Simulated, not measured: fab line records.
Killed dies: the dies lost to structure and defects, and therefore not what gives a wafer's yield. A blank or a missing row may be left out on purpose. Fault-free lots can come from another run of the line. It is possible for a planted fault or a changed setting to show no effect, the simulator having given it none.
The tool behind it: which one? :: flow n5-finfet :: Sampling: 24 lots, 72 wafers, 6 of 1938 route steps

## WHAT THE GAUGES READ, wafer by wafer
N5_BEOL_M2_THK_MEAS_53: measures by xrf.
lot: L075
measured: day 7 15:17
on: film-metro-02
M2_THK (nm): 39.2 40.4 38.9

lot: L074
measured: day 7 15:40
on: film-metro-01
M2_THK (nm): 40.3 38.2 40.3

lot: L076
measured: day 7 17:45
on: film-metro-01
M2_THK (nm): 38.5 38.7 39.6

lot: L077
measured: day 7 21:53
on: film-metro-02
M2_THK (nm): 41.5 39.4 40.5

lot: L078
measured: day 7 23:50
on: film-metro-01
M2_THK (nm): 39.6 39.6 39.0

lot: L079
measured: day 8 06:46
on: film-metro-01
M2_THK (nm): 39.3 41.3 40.5

lot: L080
measured: day 8 19:29
on: film-metro-01
M2_THK (nm): 40.1 40.8 38.4

lot: L081
measured: day 8 21:48
on: film-metro-02
M2_THK (nm): 39.3 40.9 40.6

lot: L082
measured: day 9 14:44
on: film-metro-02
M2_THK (nm): 37.9 38.9 38.5

lot: L083
measured: day 9 17:54
on: film-metro-02
M2_THK (nm): 41.0 40.2 41.5

lot: L084
measured: day 10 00:40
on: film-metro-01
M2_THK (nm): 39.5 38.2 37.4

lot: L085
measured: day 10 03:07
on: film-metro-01
M2_THK (nm): 39.8 38.5 38.4

lot: L087
measured: day 10 07:15
on: film-metro-02
M2_THK (nm): 40.2 39.3 42.0

lot: L086
measured: day 10 07:39
on: film-metro-02
M2_THK (nm): 37.7 38.5 39.0

lot: L088
measured: day 10 15:51
on: film-metro-01
M2_THK (nm): 39.8 37.8 37.3

lot: L089
measured: day 10 17:08
on: film-metro-01
M2_THK (nm): 38.6 41.3 39.7

lot: L090
measured: day 10 18:19
on: film-metro-02
M2_THK (nm): 39.5 36.8 39.1

lot: L092
measured: day 11 07:32
on: film-metro-01
M2_THK (nm): 38.6 40.1 39.2

lot: L091
measured: day 11 18:38
on: film-metro-01
M2_THK (nm): 39.2 38.7 36.5

lot: L093
measured: day 11 22:43
on: film-metro-02
M2_THK (nm): 40.3 41.4 39.0

lot: L094
measured: day 12 08:09
on: film-metro-01
M2_THK (nm): 40.2 38.3 41.4

lot: L095
measured: day 12 08:16
on: film-metro-02
M2_THK (nm): 40.7 38.7 39.7

lot: L096
measured: day 12 14:37
on: film-metro-02
M2_THK (nm): 41.4 39.3 40.2

lot: L097
measured: day 12 19:09
on: film-metro-01
M2_THK (nm): 37.4 37.6 40.8

## WHAT TOOL EACH LOT RAN ON (gives the tool, then ch and the chambers of the sampled wafers, and finally the start)
lot: L075
N5_BEOL_M2_HM_DEP_02: pvd-sputter-01, day 7 08:59
N5_BEOL_M2_DESCUM_16: rie-diel-03 ch 0,2,3, day 7 09:31
N5_BEOL_M2_ANNEAL_49: pvd-sputter-01, day 7 12:49
N5_BEOL_M2_ANNEAL_80: pvd-sputter-01, day 7 13:02
N5_BEOL_M2_SPUTTER_94: pvd-sputter-01, day 7 14:16

lot: L074
N5_BEOL_M2_HM_DEP_02: pvd-sputter-01, day 7 09:05
N5_BEOL_M2_DESCUM_16: rie-diel-01 ch 0,1, day 7 09:44
N5_BEOL_M2_ANNEAL_49: pvd-sputter-02, day 7 13:03
N5_BEOL_M2_ANNEAL_80: pvd-sputter-02, day 7 13:16
N5_BEOL_M2_SPUTTER_94: pvd-sputter-02, day 7 14:31

lot: L076
N5_BEOL_M2_HM_DEP_02: pvd-sputter-02, day 7 09:56
N5_BEOL_M2_DESCUM_16: rie-diel-03 ch 0,1,2, day 7 10:35
N5_BEOL_M2_ANNEAL_49: pvd-sputter-02, day 7 15:16
N5_BEOL_M2_ANNEAL_80: pvd-sputter-02, day 7 15:29
N5_BEOL_M2_SPUTTER_94: pvd-sputter-02, day 7 16:44

lot: L077
N5_BEOL_M2_HM_DEP_02: pvd-sputter-01, day 7 14:39
N5_BEOL_M2_DESCUM_16: rie-diel-05 ch 1,2,3, day 7 15:17
N5_BEOL_M2_ANNEAL_49: pvd-sputter-01, day 7 19:25
N5_BEOL_M2_ANNEAL_80: pvd-sputter-01, day 7 19:38
N5_BEOL_M2_SPUTTER_94: pvd-sputter-01, day 7 20:53

lot: L078
N5_BEOL_M2_HM_DEP_02: pvd-sputter-01, day 7 14:55
N5_BEOL_M2_DESCUM_16: rie-diel-05 ch 1,2,3, day 7 15:44
N5_BEOL_M2_ANNEAL_49: pvd-sputter-01, day 7 21:22
N5_BEOL_M2_ANNEAL_80: pvd-sputter-01, day 7 21:35
N5_BEOL_M2_SPUTTER_94: pvd-sputter-01, day 7 22:49

lot: L079
N5_BEOL_M2_HM_DEP_02: pvd-sputter-02, day 7 21:04
N5_BEOL_M2_DESCUM_16: rie-diel-01 ch 1,3, day 7 21:42
N5_BEOL_M2_ANNEAL_49: pvd-sputter-03, day 8 04:18
N5_BEOL_M2_ANNEAL_80: pvd-sputter-03, day 8 04:31
N5_BEOL_M2_SPUTTER_94: pvd-sputter-03, day 8 05:46

lot: L080
N5_BEOL_M2_HM_DEP_02: pvd-sputter-01, day 8 10:48
N5_BEOL_M2_DESCUM_16: rie-diel-01 ch 1,3, day 8 11:31
N5_BEOL_M2_ANNEAL_49: pvd-sputter-01, day 8 17:00
N5_BEOL_M2_ANNEAL_80: pvd-sputter-01, day 8 17:13
N5_BEOL_M2_SPUTTER_94: pvd-sputter-01, day 8 18:28

lot: L081
N5_BEOL_M2_HM_DEP_02: pvd-sputter-02, day 8 14:36
N5_BEOL_M2_DESCUM_16: rie-diel-01 ch 0,2, day 8 15:34
N5_BEOL_M2_ANNEAL_49: pvd-sputter-01, day 8 19:20
N5_BEOL_M2_ANNEAL_80: pvd-sputter-01, day 8 19:34
N5_BEOL_M2_SPUTTER_94: pvd-sputter-01, day 8 20:48

lot: L082
N5_BEOL_M2_HM_DEP_02: pvd-sputter-02, day 8 19:35
N5_BEOL_M2_DESCUM_16: rie-diel-01 ch 0,2, day 8 20:13
N5_BEOL_M2_ANNEAL_49: pvd-sputter-01, day 9 12:15
N5_BEOL_M2_ANNEAL_80: pvd-sputter-01, day 9 12:28
N5_BEOL_M2_SPUTTER_94: pvd-sputter-01, day 9 13:43

lot: L083
N5_BEOL_M2_HM_DEP_02: pvd-sputter-02, day 9 03:46
N5_BEOL_M2_DESCUM_16: rie-diel-05 ch 0,1,2, day 9 04:29
N5_BEOL_M2_ANNEAL_49: pvd-sputter-02, day 9 15:26
N5_BEOL_M2_ANNEAL_80: pvd-sputter-02, day 9 15:39
N5_BEOL_M2_SPUTTER_94: pvd-sputter-02, day 9 16:53

lot: L084
N5_BEOL_M2_HM_DEP_02: pvd-sputter-01, day 9 09:41
N5_BEOL_M2_DESCUM_16: rie-diel-03 ch 1,2, day 9 10:20
N5_BEOL_M2_ANNEAL_49: pvd-sputter-02, day 9 22:04
N5_BEOL_M2_ANNEAL_80: pvd-sputter-02, day 9 22:17
N5_BEOL_M2_SPUTTER_94: pvd-sputter-02, day 9 23:32

lot: L085
N5_BEOL_M2_HM_DEP_02: pvd-sputter-01, day 9 19:56
N5_BEOL_M2_DESCUM_16: rie-diel-01 ch 0,3, day 9 20:35
N5_BEOL_M2_ANNEAL_49: pvd-sputter-03, day 10 00:39
N5_BEOL_M2_ANNEAL_80: pvd-sputter-03, day 10 00:52
N5_BEOL_M2_SPUTTER_94: pvd-sputter-03, day 10 02:07

lot: L087
N5_BEOL_M2_HM_DEP_02: pvd-sputter-02, day 9 21:13
N5_BEOL_M2_DESCUM_16: rie-diel-03 ch 0,1,3, day 9 21:59
N5_BEOL_M2_ANNEAL_49: pvd-sputter-01, day 10 04:47
N5_BEOL_M2_ANNEAL_80: pvd-sputter-01, day 10 05:01
N5_BEOL_M2_SPUTTER_94: pvd-sputter-01, day 10 06:15

lot: L086
N5_BEOL_M2_HM_DEP_02: pvd-sputter-02, day 9 21:47
N5_BEOL_M2_DESCUM_16: rie-diel-03 ch 0,2,3, day 9 22:19
N5_BEOL_M2_ANNEAL_49: pvd-sputter-02, day 10 05:11
N5_BEOL_M2_ANNEAL_80: pvd-sputter-02, day 10 05:25
N5_BEOL_M2_SPUTTER_94: pvd-sputter-02, day 10 06:39

lot: L088
N5_BEOL_M2_HM_DEP_02: pvd-sputter-03, day 10 03:22
N5_BEOL_M2_DESCUM_16: rie-diel-05 ch 0,1, day 10 03:56
N5_BEOL_M2_ANNEAL_49: pvd-sputter-02, day 10 12:34
N5_BEOL_M2_ANNEAL_80: pvd-sputter-02, day 10 12:47
N5_BEOL_M2_SPUTTER_94: pvd-sputter-02, day 10 14:02

lot: L089
N5_BEOL_M2_HM_DEP_02: pvd-sputter-02, day 10 06:57
N5_BEOL_M2_DESCUM_16: rie-diel-03 ch 0,1,2, day 10 07:29
N5_BEOL_M2_ANNEAL_49: pvd-sputter-02, day 10 14:40
N5_BEOL_M2_ANNEAL_80: pvd-sputter-02, day 10 14:53
N5_BEOL_M2_SPUTTER_94: pvd-sputter-02, day 10 16:08

lot: L090
N5_BEOL_M2_HM_DEP_02: pvd-sputter-03, day 10 11:47
N5_BEOL_M2_DESCUM_16: rie-diel-05 ch 1,2,3, day 10 12:26
N5_BEOL_M2_ANNEAL_49: pvd-sputter-01, day 10 15:50
N5_BEOL_M2_ANNEAL_80: pvd-sputter-01, day 10 16:04
N5_BEOL_M2_SPUTTER_94: pvd-sputter-01, day 10 17:18

lot: L092
N5_BEOL_M2_HM_DEP_02: pvd-sputter-02, day 10 21:38
N5_BEOL_M2_DESCUM_16: rie-diel-03 ch 0,2, day 10 22:17
N5_BEOL_M2_ANNEAL_49: pvd-sputter-01, day 11 04:59
N5_BEOL_M2_ANNEAL_80: pvd-sputter-01, day 11 05:12
N5_BEOL_M2_SPUTTER_94: pvd-sputter-01, day 11 06:26

lot: L091
N5_BEOL_M2_HM_DEP_02: pvd-sputter-02, day 10 23:01
N5_BEOL_M2_DESCUM_16: rie-diel-03 ch 0,2,3, day 10 23:32
N5_BEOL_M2_ANNEAL_49: pvd-sputter-03, day 11 16:10
N5_BEOL_M2_ANNEAL_80: pvd-sputter-03, day 11 16:23
N5_BEOL_M2_SPUTTER_94: pvd-sputter-03, day 11 17:38

lot: L093
N5_BEOL_M2_HM_DEP_02: pvd-sputter-02, day 11 04:28
N5_BEOL_M2_DESCUM_16: rie-diel-03 ch 0,2,3, day 11 04:59
N5_BEOL_M2_ANNEAL_49: pvd-sputter-03, day 11 20:07
N5_BEOL_M2_ANNEAL_80: pvd-sputter-03, day 11 20:20
N5_BEOL_M2_SPUTTER_94: pvd-sputter-03, day 11 21:34

lot: L094
N5_BEOL_M2_HM_DEP_02: pvd-sputter-02, day 11 11:58
N5_BEOL_M2_DESCUM_16: rie-diel-01 ch 0,2,3, day 11 12:59
N5_BEOL_M2_ANNEAL_49: pvd-sputter-02, day 12 05:41
N5_BEOL_M2_ANNEAL_80: pvd-sputter-02, day 12 05:54
N5_BEOL_M2_SPUTTER_94: pvd-sputter-02, day 12 07:08

lot: L095
N5_BEOL_M2_HM_DEP_02: pvd-sputter-03, day 11 18:05
N5_BEOL_M2_DESCUM_16: rie-diel-03 ch 1,2, day 11 18:55
N5_BEOL_M2_ANNEAL_49: pvd-sputter-01, day 12 05:48
N5_BEOL_M2_ANNEAL_80: pvd-sputter-01, day 12 06:01
N5_BEOL_M2_SPUTTER_94: pvd-sputter-01, day 12 07:16

lot: L096
N5_BEOL_M2_HM_DEP_02: pvd-sputter-03, day 12 07:42
N5_BEOL_M2_DESCUM_16: rie-diel-03 ch 0,1, day 12 08:31
N5_BEOL_M2_ANNEAL_49: pvd-sputter-02, day 12 11:55
N5_BEOL_M2_ANNEAL_80: pvd-sputter-02, day 12 12:10
N5_BEOL_M2_SPUTTER_94: pvd-sputter-02, day 12 13:34

lot: L097
N5_BEOL_M2_HM_DEP_02: pvd-sputter-01, day 12 11:59
N5_BEOL_M2_DESCUM_16: rie-diel-01 ch 0,3, day 12 12:38
N5_BEOL_M2_ANNEAL_49: pvd-sputter-02, day 12 16:23
N5_BEOL_M2_ANNEAL_80: pvd-sputter-02, day 12 16:38
N5_BEOL_M2_SPUTTER_94: pvd-sputter-02, day 12 18:01
- N5_BEOL_M2_HM_DEP_02: deposits TiN, target thk 20 nm.
- N5_BEOL_M2_DESCUM_16: chemistry O2, time 7 s.
- N5_BEOL_M2_ANNEAL_49: time 240 s.
- N5_BEOL_M2_ANNEAL_80: time 240 s.
- N5_BEOL_M2_SPUTTER_94: material Cu, target thk 4.5 nm, time 8.29 s.

## WHAT THE TOOLS THEMSELVES READ (means of the sampled wafers that have a number; where no wafer has one, the mark that the record gives instead)
N5_BEOL_M2_HM_DEP_02.
lot: L075
tool: pvd-sputter-01
substrate-temp-c (C): 24.96
throttle-valve-pct (%): 30.0

lot: L074
tool: pvd-sputter-01
substrate-temp-c (C): 25.02
throttle-valve-pct (%): 30.2

lot: L076
tool: pvd-sputter-02
substrate-temp-c (C): 24.89
throttle-valve-pct (%): 30.2

lot: L077
tool: pvd-sputter-01
substrate-temp-c (C): 24.91
throttle-valve-pct (%): 30.2

lot: L078
tool: pvd-sputter-01
substrate-temp-c (C): 25.06
throttle-valve-pct (%): 29.7

lot: L079
tool: pvd-sputter-02
substrate-temp-c (C): 25.00
throttle-valve-pct (%): 30.7

lot: L080
tool: pvd-sputter-01
substrate-temp-c (C): 25.04
throttle-valve-pct (%): 30.0

lot: L081
tool: pvd-sputter-02
substrate-temp-c (C): 24.89
throttle-valve-pct (%): 30.3

lot: L082
tool: pvd-sputter-02
substrate-temp-c (C): 24.99
throttle-valve-pct (%): 30.2

lot: L083
tool: pvd-sputter-02
substrate-temp-c (C): 24.96
throttle-valve-pct (%): 29.8

lot: L084
tool: pvd-sputter-01
substrate-temp-c (C): 24.94
throttle-valve-pct (%): 30.4

lot: L085
tool: pvd-sputter-01
substrate-temp-c (C): 24.99
throttle-valve-pct (%): 30.4

lot: L087
tool: pvd-sputter-02
substrate-temp-c (C): 24.94
throttle-valve-pct (%): 30.7

lot: L086
tool: pvd-sputter-02
substrate-temp-c (C): 25.10
throttle-valve-pct (%): 30.0

lot: L088
tool: pvd-sputter-03
substrate-temp-c (C): 25.09
throttle-valve-pct (%): 31.2

lot: L089
tool: pvd-sputter-02
substrate-temp-c (C): 25.12
throttle-valve-pct (%): 30.4

lot: L090
tool: pvd-sputter-03
substrate-temp-c (C): 25.07
throttle-valve-pct (%): 31.3

lot: L092
tool: pvd-sputter-02
substrate-temp-c (C): 25.00
throttle-valve-pct (%): 29.8

lot: L091
tool: pvd-sputter-02
substrate-temp-c (C): 24.98
throttle-valve-pct (%): 30.1

lot: L093
tool: pvd-sputter-02
substrate-temp-c (C): 24.93
throttle-valve-pct (%): 30.5

lot: L094
tool: pvd-sputter-02
substrate-temp-c (C): 24.99
throttle-valve-pct (%): 30.2

lot: L095
tool: pvd-sputter-03
substrate-temp-c (C): 25.08
throttle-valve-pct (%): 31.6

lot: L096
tool: pvd-sputter-03
substrate-temp-c (C): 24.96
throttle-valve-pct (%): 31.0

lot: L097
tool: pvd-sputter-01
substrate-temp-c (C): 24.88
throttle-valve-pct (%): 30.6

N5_BEOL_M2_DESCUM_16.
lot: L075
tool: rie-diel-03
drypump-motor-current-A (A): 6.4
oes-product-au (a.u.): 0.80
rf-vpp-V (V): 243.3
showerhead-plenum-p-Torr (Torr): 2.07
throttle-valve-pct (%): 20.43

lot: L074
tool: rie-diel-01
drypump-motor-current-A (A): 5.9
oes-product-au (a.u.): 0.71
rf-vpp-V (V): 242.1
showerhead-plenum-p-Torr (Torr): 2.04
throttle-valve-pct (%): 20.25

lot: L076
tool: rie-diel-03
drypump-motor-current-A (A): 6.2
oes-product-au (a.u.): 0.82
rf-vpp-V (V): 244.1
showerhead-plenum-p-Torr (Torr): 2.14
throttle-valve-pct (%): 20.35

lot: L077
tool: rie-diel-05
drypump-motor-current-A (A): 5.9
oes-product-au (a.u.): 0.71
rf-vpp-V (V): 242.6
showerhead-plenum-p-Torr (Torr): 2.07
throttle-valve-pct (%): 20.52

lot: L078
tool: rie-diel-05
drypump-motor-current-A (A): 6.0
oes-product-au (a.u.): 0.72
rf-vpp-V (V): 241.7
showerhead-plenum-p-Torr (Torr): 2.07
throttle-valve-pct (%): 20.52

lot: L079
tool: rie-diel-01
drypump-motor-current-A (A): 5.8
oes-product-au (a.u.): 0.75
rf-vpp-V (V): 242.9
showerhead-plenum-p-Torr (Torr): 2.06
throttle-valve-pct (%): 20.19

lot: L080
tool: rie-diel-01
drypump-motor-current-A (A): 5.8
oes-product-au (a.u.): 0.75
rf-vpp-V (V): 242.8
showerhead-plenum-p-Torr (Torr): 2.06
throttle-valve-pct (%): 20.20

lot: L081
tool: rie-diel-01
drypump-motor-current-A (A): 5.4
oes-product-au (a.u.): 0.89
rf-vpp-V (V): 243.7
showerhead-plenum-p-Torr (Torr): 2.19
throttle-valve-pct (%): 20.08

lot: L082
tool: rie-diel-01
drypump-motor-current-A (A): 5.5
oes-product-au (a.u.): 0.93
rf-vpp-V (V): 243.2
showerhead-plenum-p-Torr (Torr): 2.17
throttle-valve-pct (%): 19.92

lot: L083
tool: rie-diel-05
drypump-motor-current-A (A): 5.9
oes-product-au (a.u.): 0.71
rf-vpp-V (V): 243.5
showerhead-plenum-p-Torr (Torr): 2.10
throttle-valve-pct (%): 20.54

lot: L084
tool: rie-diel-03
drypump-motor-current-A (A): 6.3
oes-product-au (a.u.): 0.73
rf-vpp-V (V): 245.3
showerhead-plenum-p-Torr (Torr): 2.17
throttle-valve-pct (%): 20.51

lot: L085
tool: rie-diel-01
drypump-motor-current-A (A): 5.4
oes-product-au (a.u.): 0.89
rf-vpp-V (V): 244.6
showerhead-plenum-p-Torr (Torr): 2.16
throttle-valve-pct (%): 19.89

lot: L087
tool: rie-diel-03
drypump-motor-current-A (A): 6.1
oes-product-au (a.u.): 0.82
rf-vpp-V (V): 241.6
showerhead-plenum-p-Torr (Torr): 2.09
throttle-valve-pct (%): 20.24

lot: L086
tool: rie-diel-03
drypump-motor-current-A (A): 6.4
oes-product-au (a.u.): 0.78
rf-vpp-V (V): 242.3
showerhead-plenum-p-Torr (Torr): 2.07
throttle-valve-pct (%): 20.46

lot: L088
tool: rie-diel-05
drypump-motor-current-A (A): 5.5
oes-product-au (a.u.): 0.80
rf-vpp-V (V): 242.9
showerhead-plenum-p-Torr (Torr): 2.12
throttle-valve-pct (%): 20.43

lot: L089
tool: rie-diel-03
drypump-motor-current-A (A): 6.2
oes-product-au (a.u.): 0.79
rf-vpp-V (V): 243.9
showerhead-plenum-p-Torr (Torr): 2.13
throttle-valve-pct (%): 20.39

lot: L090
tool: rie-diel-05
drypump-motor-current-A (A): 5.9
oes-product-au (a.u.): 0.79
rf-vpp-V (V): 242.3
showerhead-plenum-p-Torr (Torr): 2.06
throttle-valve-pct (%): 20.43

lot: L092
tool: rie-diel-03
drypump-motor-current-A (A): 6.4
oes-product-au (a.u.): 0.81
rf-vpp-V (V): 242.7
showerhead-plenum-p-Torr (Torr): 2.08
throttle-valve-pct (%): 20.49

lot: L091
tool: rie-diel-03
drypump-motor-current-A (A): 6.4
oes-product-au (a.u.): 0.78
rf-vpp-V (V): 243.5
showerhead-plenum-p-Torr (Torr): 2.07
throttle-valve-pct (%): 20.47

lot: L093
tool: rie-diel-03
drypump-motor-current-A (A): 6.4
oes-product-au (a.u.): 0.78
rf-vpp-V (V): 243.2
showerhead-plenum-p-Torr (Torr): 2.07
throttle-valve-pct (%): 20.47

lot: L094
tool: rie-diel-01
drypump-motor-current-A (A): 5.3
oes-product-au (a.u.): 0.83
rf-vpp-V (V): 244.1
showerhead-plenum-p-Torr (Torr): 2.18
throttle-valve-pct (%): 20.07

lot: L095
tool: rie-diel-03
drypump-motor-current-A (A): 6.3
oes-product-au (a.u.): 0.72
rf-vpp-V (V): 244.1
showerhead-plenum-p-Torr (Torr): 2.16
throttle-valve-pct (%): 20.53

lot: L096
tool: rie-diel-03
drypump-motor-current-A (A): 5.9
oes-product-au (a.u.): 0.79
rf-vpp-V (V): 243.7
showerhead-plenum-p-Torr (Torr): 2.14
throttle-valve-pct (%): 20.20

lot: L097
tool: rie-diel-01
drypump-motor-current-A (A): 5.2
oes-product-au (a.u.): 0.82
rf-vpp-V (V): 244.9
showerhead-plenum-p-Torr (Torr): 2.17
throttle-valve-pct (%): 20.03

N5_BEOL_M2_ANNEAL_49.
lot: L075
tool: pvd-sputter-01
heater-power-w (W): 832

lot: L074
tool: pvd-sputter-02
heater-power-w (W): 890

lot: L076
tool: pvd-sputter-02
heater-power-w (W): 927

lot: L077
tool: pvd-sputter-01
heater-power-w (W): 837

lot: L078
tool: pvd-sputter-01
heater-power-w (W): 833

lot: L079
tool: pvd-sputter-03
heater-power-w (W): 875

lot: L080
tool: pvd-sputter-01
heater-power-w (W): 825

lot: L081
tool: pvd-sputter-01
heater-power-w (W): 826

lot: L082
tool: pvd-sputter-01
heater-power-w (W): 884

lot: L083
tool: pvd-sputter-02
heater-power-w (W): 849

lot: L084
tool: pvd-sputter-02
heater-power-w (W): 851

lot: L085
tool: pvd-sputter-03
heater-power-w (W): 884

lot: L087
tool: pvd-sputter-01
heater-power-w (W): 778

lot: L086
tool: pvd-sputter-02
heater-power-w (W): 962

lot: L088
tool: pvd-sputter-02
heater-power-w (W): 888

lot: L089
tool: pvd-sputter-02
heater-power-w (W): 857

lot: L090
tool: pvd-sputter-01
heater-power-w (W): 887

lot: L092
tool: pvd-sputter-01
heater-power-w (W): 766

lot: L091
tool: pvd-sputter-03
heater-power-w (W): 912

lot: L093
tool: pvd-sputter-03
heater-power-w (W): 849

lot: L094
tool: pvd-sputter-02
heater-power-w (W): 853

lot: L095
tool: pvd-sputter-01
heater-power-w (W): 819

lot: L096
tool: pvd-sputter-02
heater-power-w (W): 851

lot: L097
tool: pvd-sputter-02
heater-power-w (W): 955

N5_BEOL_M2_ANNEAL_80.
lot: L075
tool: pvd-sputter-01
heater-power-w (W): 842

lot: L074
tool: pvd-sputter-02
heater-power-w (W): 872

lot: L076
tool: pvd-sputter-02
heater-power-w (W): 917

lot: L077
tool: pvd-sputter-01
heater-power-w (W): 825

lot: L078
tool: pvd-sputter-01
heater-power-w (W): 836

lot: L079
tool: pvd-sputter-03
heater-power-w (W): 877

lot: L080
tool: pvd-sputter-01
heater-power-w (W): 827

lot: L081
tool: pvd-sputter-01
heater-power-w (W): 830

lot: L082
tool: pvd-sputter-01
heater-power-w (W): 877

lot: L083
tool: pvd-sputter-02
heater-power-w (W): 847

lot: L084
tool: pvd-sputter-02
heater-power-w (W): 851

lot: L085
tool: pvd-sputter-03
heater-power-w (W): 865

lot: L087
tool: pvd-sputter-01
heater-power-w (W): 788

lot: L086
tool: pvd-sputter-02
heater-power-w (W): 955

lot: L088
tool: pvd-sputter-02
heater-power-w (W): 880

lot: L089
tool: pvd-sputter-02
heater-power-w (W): 849

lot: L090
tool: pvd-sputter-01
heater-power-w (W): 888

lot: L092
tool: pvd-sputter-01
heater-power-w (W): 769

lot: L091
tool: pvd-sputter-03
heater-power-w (W): 910

lot: L093
tool: pvd-sputter-03
heater-power-w (W): 840

lot: L094
tool: pvd-sputter-02
heater-power-w (W): 850

lot: L095
tool: pvd-sputter-01
heater-power-w (W): 839

lot: L096
tool: pvd-sputter-02
heater-power-w (W): 852

lot: L097
tool: pvd-sputter-02
heater-power-w (W): 950

N5_BEOL_M2_SPUTTER_94.
lot: L075
tool: pvd-sputter-01
substrate-temp-c (C): -19.85
throttle-valve-pct (%): 30.2

lot: L074
tool: pvd-sputter-02
substrate-temp-c (C): -20.00
throttle-valve-pct (%): 30.6

lot: L076
tool: pvd-sputter-02
substrate-temp-c (C): -20.01
throttle-valve-pct (%): 30.8

lot: L077
tool: pvd-sputter-01
substrate-temp-c (C): -20.00
throttle-valve-pct (%): 30.2

lot: L078
tool: pvd-sputter-01
substrate-temp-c (C): -19.88
throttle-valve-pct (%): 29.7

lot: L079
tool: pvd-sputter-03
substrate-temp-c (C): -20.05
throttle-valve-pct (%): 31.2

lot: L080
tool: pvd-sputter-01
substrate-temp-c (C): -20.00
throttle-valve-pct (%): 30.1

lot: L081
tool: pvd-sputter-01
substrate-temp-c (C): -20.04
throttle-valve-pct (%): 30.2

lot: L082
tool: pvd-sputter-01
substrate-temp-c (C): -20.03
throttle-valve-pct (%): 30.4

lot: L083
tool: pvd-sputter-02
substrate-temp-c (C): -19.92
throttle-valve-pct (%): 29.7

lot: L084
tool: pvd-sputter-02
substrate-temp-c (C): -19.93
throttle-valve-pct (%): 29.7

lot: L085
tool: pvd-sputter-03
substrate-temp-c (C): -20.00
throttle-valve-pct (%): 30.9

lot: L087
tool: pvd-sputter-01
substrate-temp-c (C): -20.07
throttle-valve-pct (%): 30.7

lot: L086
tool: pvd-sputter-02
substrate-temp-c (C): -19.98
throttle-valve-pct (%): 30.6

lot: L088
tool: pvd-sputter-02
substrate-temp-c (C): -19.91
throttle-valve-pct (%): 30.0

lot: L089
tool: pvd-sputter-02
substrate-temp-c (C): -20.02
throttle-valve-pct (%): 30.3

lot: L090
tool: pvd-sputter-01
substrate-temp-c (C): -20.03
throttle-valve-pct (%): 30.0

lot: L092
tool: pvd-sputter-01
substrate-temp-c (C): -19.95
throttle-valve-pct (%): 30.0

lot: L091
tool: pvd-sputter-03
substrate-temp-c (C): -20.02
throttle-valve-pct (%): 31.1

lot: L093
tool: pvd-sputter-03
substrate-temp-c (C): -20.03
throttle-valve-pct (%): 31.1

lot: L094
tool: pvd-sputter-02
substrate-temp-c (C): -19.98
throttle-valve-pct (%): 30.4

lot: L095
tool: pvd-sputter-01
substrate-temp-c (C): -19.99
throttle-valve-pct (%): 30.2

lot: L096
tool: pvd-sputter-02
substrate-temp-c (C): -20.09
throttle-valve-pct (%): 30.4

lot: L097
tool: pvd-sputter-02
substrate-temp-c (C): -20.00
throttle-valve-pct (%): 30.4

## THE ANSWER, worked out from the rows above alone
Rule: the lots themselves supply what counts as usual. Put in order of their means at a reading, lots are off if they are a third of the lots or fewer, leave a main group of 4 or more, and stand apart from it by a gap of 3 or more times the standard deviation of the main group's means; of several such gaps the widest counts. If all means in a main group match to the digits the tables above print for the reading, that group is not used. Also off: a lot with no number at a reading for which 4 or more lots have one. Any other lot the step has rows for is counted as sound. After the gauges, taken in route order, come the tools' own readings; for these a lot's mean is taken, as printed above. At the first step where some lot is off, the reading lying furthest off is the one used; lots without a number count as furthest.
No lot is off on any of the readings shown, so nothing can be concluded from this.

## WHAT THE SIMULATOR HAD PUT IN
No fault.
